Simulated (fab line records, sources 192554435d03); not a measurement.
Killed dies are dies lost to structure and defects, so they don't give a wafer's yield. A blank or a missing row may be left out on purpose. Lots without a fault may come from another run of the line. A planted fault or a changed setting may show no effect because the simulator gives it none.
Which tool did it? | flow n5_finfet | 14 lots, 41 wafers sampled, at 6 steps of a route of 1938

WHAT THE GAUGES READ, wafer by wafer
N5_BEOL_M1_THK_MEAS_53: measures by xrf. Usual: M1_THK 39.9 nm, standard deviation 1.5.
lot  | measured     | on            | M1_THK (nm)    | flag
L371 | day 6 09:21  | film_metro-01 | 39.6 41.8 42.2 |
L372 | day 7 01:51  | film_metro-02 | 41.1 38.9 40.2 |
L373 | day 7 06:46  | film_metro-01 | 39.4 40.2 40.2 |
L374 | day 7 07:55  | film_metro-02 | 41.0 41.8 41.4 |
L375 | day 7 14:04  | film_metro-01 | 39.5 41.7 41.7 |
L376 | day 7 17:02  | film_metro-01 | 41.4 39.3 40.4 |
L381 | day 8 23:30  | film_metro-01 | 40.6 39.9 41.8 |
L383 | day 9 16:25  | film_metro-01 | 41.1 39.3      |
L384 | day 9 18:04  | film_metro-01 | 38.0 40.9 40.5 |
L387 | day 10 12:17 | film_metro-02 | 39.7 39.5 39.5 |
L389 | day 11 03:10 | film_metro-01 | 38.6 38.0 40.2 |
L391 | day 11 05:45 | film_metro-02 | 36.8 38.1 39.5 |
L390 | day 11 07:43 | film_metro-02 | 39.8 40.1 40.7 |
L394 | day 12 12:07 | film_metro-01 | 39.8 40.0 40.9 |

N5_BEOL_M2_THK_MEAS_01. Usual: M2_ILD_THK 78.7 nm, standard deviation 0.95.
lot  | measured     | on            | M2_ILD_THK (nm) | flag
L371 | day 6 09:44  | film_metro-01 | 78.4 79.4 79.8  |
L372 | day 7 02:14  | film_metro-02 | 79.1 78.4 80.0  |
L373 | day 7 07:10  | film_metro-02 | 77.0 78.8 79.0  |
L374 | day 7 08:18  | film_metro-02 | 79.6 80.2 79.7  |
L375 | day 7 14:29  | film_metro-01 | 78.7 80.2 79.2  |
L376 | day 7 17:26  | film_metro-02 | 78.7 78.1 79.4  |
L381 | day 8 23:59  | film_metro-02 | 51.6 78.6 52.2  | OFF
L383 | day 9 16:49  | film_metro-01 | 79.4 52.8       | OFF
L384 | day 9 18:28  | film_metro-01 | 79.3 78.9 51.7  | OFF
L387 | day 10 12:41 | film_metro-02 | 78.5 77.8 79.4  |
L389 | day 11 03:34 | film_metro-01 | 77.6 79.3 79.3  |
L391 | day 11 06:08 | film_metro-02 | 78.8 80.0 79.5  |
L390 | day 11 08:07 | film_metro-02 | 79.8 81.6 80.8  |
L394 | day 12 12:32 | film_metro-02 | 76.0 78.5 79.4  |

N5_BEOL_M4_RC_MEAS_101. Usual: DIBL_N 36.3 mV/V, standard deviation 1.2; DIBL_P 36.1 mV/V, standard deviation 1.6; IOFF_N 0.161 nA/um, standard deviation 0.023; IOFF_P 0.209 nA/um, standard deviation 0.027; ION_N 676 uA/um, standard deviation 8.9; ION_P 462 uA/um, standard deviation 5.3; SS_N 71.5 mV/dec, standard deviation 0.51; SS_P 73.2 mV/dec, standard deviation 0.5; VT_N 249.1 mV, standard deviation 2.5; VT_P -249.9 mV, standard deviation 2.8.
lot  | measured     | on        | DIBL_N (mV/V)  | DIBL_P (mV/V)  | IOFF_N (nA/um)    | IOFF_P (nA/um)    | ION_N (uA/um) | ION_P (uA/um) | SS_N (mV/dec)  | SS_P (mV/dec)  | VT_N (mV)         | VT_P (mV)            | flag
L371 | day 7 12:20  | prober-02 | 36.5 35.7 34.8 | 36.8 35.0 33.1 | 0.164 0.142 0.129 | 0.203 0.183 0.157 | 671 672 667   | 460 457 451   | 71.8 70.8 71.7 | 72.7 73.3 73.5 | 246.1 247.2 250.9 | -251.8 -253.2 -255.5 |
L372 | day 8 08:17  | prober-01 | 36.1 35.8 37.7 | 35.6 36.2 38.1 | 0.155 0.145 0.185 | 0.203 0.211 0.249 | 683 671 689   | 462 461 471   | 71.5 70.9 71.6 | 72.9 72.7 73.9 | 248.2 248.5 246.0 | -249.9 -250.4 -247.5 |
L373 | day 8 12:03  | prober-01 | 36.8 37.7 36.8 | 35.5 35.8 34.7 | 0.161 0.174 0.162 | 0.221 0.220 0.213 | 675 674 664   | 463 466 460   | 71.3 71.2 71.5 | 73.0 73.1 73.5 | 250.1 250.3 248.5 | -248.8 -249.0 -247.3 |
L374 | day 8 14:11  | prober-02 | 35.7 34.9 34.4 | 34.7 33.4 33.8 | 0.146 0.125 0.125 | 0.190 0.172 0.180 | 672 666 667   | 463 457 464   | 71.5 70.9 71.1 | 72.8 72.9 72.9 | 252.3 252.6 252.0 | -249.1 -253.1 -251.7 |
L375 | day 8 17:25  | prober-02 | 35.5 34.8 36.0 | 34.7 33.8 35.1 | 0.126 0.121 0.137 | 0.169 0.164 0.182 | 658 664 672   | 450 457 459   | 70.6 69.9 70.4 | 72.4 72.7 72.3 | 250.9 252.8 252.8 | -255.3 -255.6 -254.5 |
L376 | day 9 04:35  | prober-02 | 37.6 36.4 37.9 | 36.7 36.1 37.3 | 0.184 0.168 0.192 | 0.262 0.241 0.272 | 682 686 678   | 471 468 465   | 71.5 71.5 71.8 | 73.2 73.4 73.4 | 245.7 247.2 248.0 | -246.9 -244.0 -243.8 |
L381 | day 10 10:37 | prober-01 | 36.6           | 37.1           | 0.165             | 0.209             | 687           | 465           | 71.4           | 73.7           | 249.3             | -247.0               |
L383 | day 11 06:47 | prober-02 | 36.9           | 36.3           | 0.165             | 0.255             | 678           | 471           | 71.0           | 72.7           | 247.4             | -244.3               |
L384 | day 11 01:43 | prober-02 | 38.5 38.4      | 37.1 37.0      | 0.182 0.186       | 0.229 0.229       | 678 671       | 466 459       | 72.4 72.5      | 73.8 73.3      | 249.7 249.1       | -249.3 -247.8        |
L387 | day 11 16:43 | prober-01 | 36.9 38.1 38.1 | 35.3 37.1 36.7 | 0.150 0.188 0.179 | 0.187 0.223 0.210 | 673 676 674   | 460 454 464   | 70.5 71.6 71.6 | 72.4 73.1 73.3 | 250.0 248.3 246.3 | -250.0 -248.1 -252.6 |
L389 | day 12 11:00 | prober-02 | 38.6 36.7 37.9 | 37.3 34.8 36.1 | 0.201 0.159 0.188 | 0.248 0.206 0.235 | 679 669 688   | 465 455 474   | 72.6 71.6 71.8 | 73.9 73.2 73.5 | 247.0 250.7 248.7 | -248.7 -250.7 -246.2 |
L391 | day 12 14:43 | prober-02 | 36.8 38.2 37.9 | 37.2 37.8 37.5 | 0.177 0.200 0.186 | 0.220 0.232 0.225 | 679 688 680   | 460 462 467   | 72.2 71.8 72.0 | 73.3 73.2 72.1 | 249.4 247.3 247.4 | -250.5 -247.2 -249.5 |
L390 | day 12 14:46 | prober-01 | 36.1 35.7 36.0 | 35.0 34.4 35.0 | 0.166 0.149 0.155 | 0.211 0.200 0.201 | 678 675 680   | 459 460 468   | 71.1 71.5 71.2 | 72.2 72.8 72.9 | 248.8 249.9 250.0 | -248.8 -248.3 -248.5 |
L394 | day 13 22:22 | prober-01 | 37.1 36.0 35.0 | 36.4 35.6 34.3 | 0.166 0.143 0.132 | 0.217 0.202 0.178 | 679 674 662   | 465 463 457   | 71.8 71.9 71.6 | 73.3 73.1 73.4 | 250.1 250.6 251.1 | -246.2 -248.4 -248.6 |

WHICH TOOL RAN EACH LOT (tool, then ch and the chambers of the sampled wafers, then the start)
lot  | N5_BEOL_M1_SPUTTER_94        | N5_BEOL_M1_CMP_52             | N5_BEOL_M2_ILD_DEP_00
L371 | pvd_sputter-03, day 6 08:20  | cmp-02 ch 2,3, day 6 09:04    | pecvd-01 ch 1,2, day 6 09:40
L372 | pvd_sputter-03, day 7 00:50  | cmp-03 ch 1,3, day 7 01:34    | pecvd-04 ch 0,1,2, day 7 02:10
L373 | pvd_sputter-01, day 7 05:41  | cmp-02 ch 2,3, day 7 06:28    | pecvd-04 ch 1,2, day 7 07:05
L374 | pvd_sputter-03, day 7 06:46  | cmp-02 ch 0,1,3, day 7 07:41  | pecvd-02 ch 0,2, day 7 08:14
L375 | pvd_sputter-02, day 7 13:03  | cmp-01 ch 0,2,3, day 7 13:46  | pecvd-04 ch 0,1, day 7 14:26
L376 | pvd_sputter-03, day 7 15:44  | cmp-02 ch 1,2,3, day 7 16:47  | pecvd-04 ch 1,2, day 7 17:22
L381 | pvd_sputter-03, day 8 22:29  | cmp-02 ch 1,2, day 8 23:12    | pecvd-04 ch 0,1, day 8 23:55
L383 | pvd_sputter-03, day 9 15:13  | cmp-03 ch 0,2, day 9 16:11    | pecvd-04 ch 0, day 9 16:45
L384 | pvd_sputter-02, day 9 17:02  | cmp-03 ch 2,3, day 9 17:46    | pecvd-04 ch 0,1, day 9 18:24
L387 | pvd_sputter-03, day 10 10:55 | cmp-03 ch 0,1, day 10 11:59   | pecvd-02 ch 0,1,2, day 10 12:37
L389 | pvd_sputter-01, day 11 01:55 | cmp-01 ch 1,2,3, day 11 02:59 | pecvd-01 ch 0,1,2, day 11 03:30
L391 | pvd_sputter-03, day 11 04:44 | cmp-01 ch 2,3, day 11 05:29   | pecvd-01 ch 1,2, day 11 06:04
L390 | pvd_sputter-01, day 11 06:34 | cmp-02 ch 0,1,3, day 11 07:28 | pecvd-02 ch 1,2, day 11 08:02
L394 | pvd_sputter-03, day 12 10:50 | cmp-01 ch 0,2,3, day 12 11:51 | pecvd-01 ch 1,2, day 12 12:28
- N5_BEOL_M1_SPUTTER_94: material Cu, target thk 4.5 nm, time 8.29 s.
- N5_BEOL_M1_CMP_52: polishes, stops on SiOC, t overpolish 6.8 s, target thk 40 nm.
- N5_BEOL_M2_ILD_DEP_00: deposits SiOC from DEMS/O2, target thk 79 nm, time 15.3 s.

WHAT THE TOOLS THEMSELVES READ (means of the sampled wafers that have a number; where no wafer has one, the mark that the record gives instead)
N5_BEOL_M1_SPUTTER_94. Usual: susceptor_temp_C -20.00 C, standard deviation 0.1; throttle_valve_pct 29.9 %, standard deviation 1.3.
lot  | tool           | susceptor_temp_C (C) | throttle_valve_pct (%) | flag
L371 | pvd_sputter-03 | -20.03               | 30.5                   |
L372 | pvd_sputter-03 | -19.99               | 30.4                   |
L373 | pvd_sputter-01 | -20.07               | 29.3                   |
L374 | pvd_sputter-03 | -20.06               | 30.2                   |
L375 | pvd_sputter-02 | -19.94               | 29.9                   |
L376 | pvd_sputter-03 | -19.98               | 31.1                   |
L381 | pvd_sputter-03 | -20.00               | 30.9                   |
L383 | pvd_sputter-03 | -20.05               | 30.9                   |
L384 | pvd_sputter-02 | -19.86               | 30.0                   |
L387 | pvd_sputter-03 | -19.81               | 30.4                   |
L389 | pvd_sputter-01 | -20.10               | 28.1                   |
L391 | pvd_sputter-03 | -19.90               | 30.3                   |
L390 | pvd_sputter-01 | -19.97               | 30.0                   |
L394 | pvd_sputter-03 | -20.02               | 30.8                   |

N5_BEOL_M1_CMP_52. Usual: barrier_field_endpoint_s 24.6 s, standard deviation 0.56; clearing_platen_rpm 49.996 rpm, standard deviation 0.025; motor_current_A 6.3 A, standard deviation 0.6; overpolish_run_s 6.801 s, standard deviation 0.0091; time_to_endpoint_s 63.4 s, standard deviation 2.4.
lot  | tool   | barrier_field_endpoint_s (s) | clearing_platen_rpm (rpm) | motor_current_A (A) | overpolish_run_s (s) | time_to_endpoint_s (s) | flag
L371 | cmp-02 | 24.6                         | 50.017                    | 5.7                 | 6.793                | 60.1                   |
L372 | cmp-03 | 24.3                         | 49.998                    | 6.2                 | 6.792                | 62.4                   |
L373 | cmp-02 | 24.1                         | 50.022                    | 5.7                 | 6.790                | 61.5                   |
L374 | cmp-02 | 24.1                         | 49.993                    | 6.5                 | 6.811                | 63.0                   |
L375 | cmp-01 | 24.4                         | 50.008                    | 6.1                 | 6.803                | 63.0                   |
L376 | cmp-02 | 24.9                         | 49.994                    | 6.1                 | 6.800                | 65.3                   |
L381 | cmp-02 | 25.0                         | 49.988                    | 5.7                 | 6.800                | 64.9                   |
L383 | cmp-03 | 24.6                         | 50.014                    | 6.2                 | 6.795                | 66.2                   |
L384 | cmp-03 | 25.3                         | 49.993                    | 6.3                 | 6.800                | 64.0                   |
L387 | cmp-03 | 24.6                         | 50.014                    | 5.9                 | 6.809                | 64.2                   |
L389 | cmp-01 | 24.3                         | 49.988                    | 6.7                 | 6.803                | 62.9                   |
L391 | cmp-01 | 24.6                         | 49.994                    | 6.0                 | 6.800                | 63.2                   |
L390 | cmp-02 | 25.1                         | 50.010                    | 6.4                 | 6.794                | 63.6                   |
L394 | cmp-01 | 24.2                         | 49.992                    | 6.3                 | 6.794                | 60.8                   |

N5_BEOL_M2_ILD_DEP_00. Usual: heater_power_w 535 W, standard deviation 73; showerhead_plenum_p_Torr 5.697 Torr, standard deviation 0.017; susceptor_temp_C 349.97 C, standard deviation 0.21; throttle_valve_pct 12.2 %, standard deviation 0.77.
lot  | tool     | heater_power_w (W) | showerhead_plenum_p_Torr (Torr) | susceptor_temp_C (C) | throttle_valve_pct (%) | flag
L371 | pecvd-01 | 458                | 5.676                           | 350.11               | 11.4                   |
L372 | pecvd-04 | 606                | 5.706                           | 350.05               | 12.6                   |
L373 | pecvd-04 | 622                | 5.689                           | 349.87               | 13.4                   |
L374 | pecvd-02 | 473                | 5.706                           | 349.98               | 12.7                   |
L375 | pecvd-04 | 591                | 5.712                           | 349.82               | 12.0                   |
L376 | pecvd-04 | 574                | 5.697                           | 349.90               | 13.1                   |
L381 | pecvd-04 | 592                | 5.703                           | 350.35               | 12.2                   |
L383 | pecvd-04 | 576                | 5.710                           | 349.81               | 12.4                   |
L384 | pecvd-04 | 564                | 5.704                           | 349.82               | 12.2                   |
L387 | pecvd-02 | 452                | 5.693                           | 349.95               | 12.4                   |
L389 | pecvd-01 | 504                | 5.679                           | 349.91               | 11.6                   |
L391 | pecvd-01 | 480                | 5.679                           | 350.00               | 11.3                   |
L390 | pecvd-02 | 471                | 5.690                           | 349.72               | 12.0                   |
L394 | pecvd-01 | 489                | 5.673                           | 350.12               | 11.4                   |

THE ANSWER, worked out from the rows above alone
Rule: a lot is off if the mean of its wafers that have a number lies more than 3 standard deviations from the usual mean. A lot without any number at a reading at which 4 lots or more have one is off too. The other lots that the step has rows for count as sound. The gauges are gone through in route order, then the tools' own readings, and for those a lot's mean is taken as printed above. The first step at which some lot is off is used, and at that step the reading that is off furthest; a lot without a number counts as furthest.
Off: L381, L383, L384, at N5_BEOL_M2_THK_MEAS_01 (M2_ILD_THK).
A tool fits if, at a process step before that reading, it ran every lot that is off, and no sound lot after the first of them. The gauges at N5_BEOL_M2_THK_MEAS_01 are tried like those tools. One fits: pecvd-04 at N5_BEOL_M2_ILD_DEP_00. Its last sound lot is L376 (day 7 17:22), its first lot that is off L381 (day 8 23:55): a fault that began between those two fits.

WHAT THE SIMULATOR HAD PUT IN
Process parameter drift: pecvd-04, from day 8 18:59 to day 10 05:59, at N5_BEOL_M2_ILD_DEP_00. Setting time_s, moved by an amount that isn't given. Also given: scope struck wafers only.
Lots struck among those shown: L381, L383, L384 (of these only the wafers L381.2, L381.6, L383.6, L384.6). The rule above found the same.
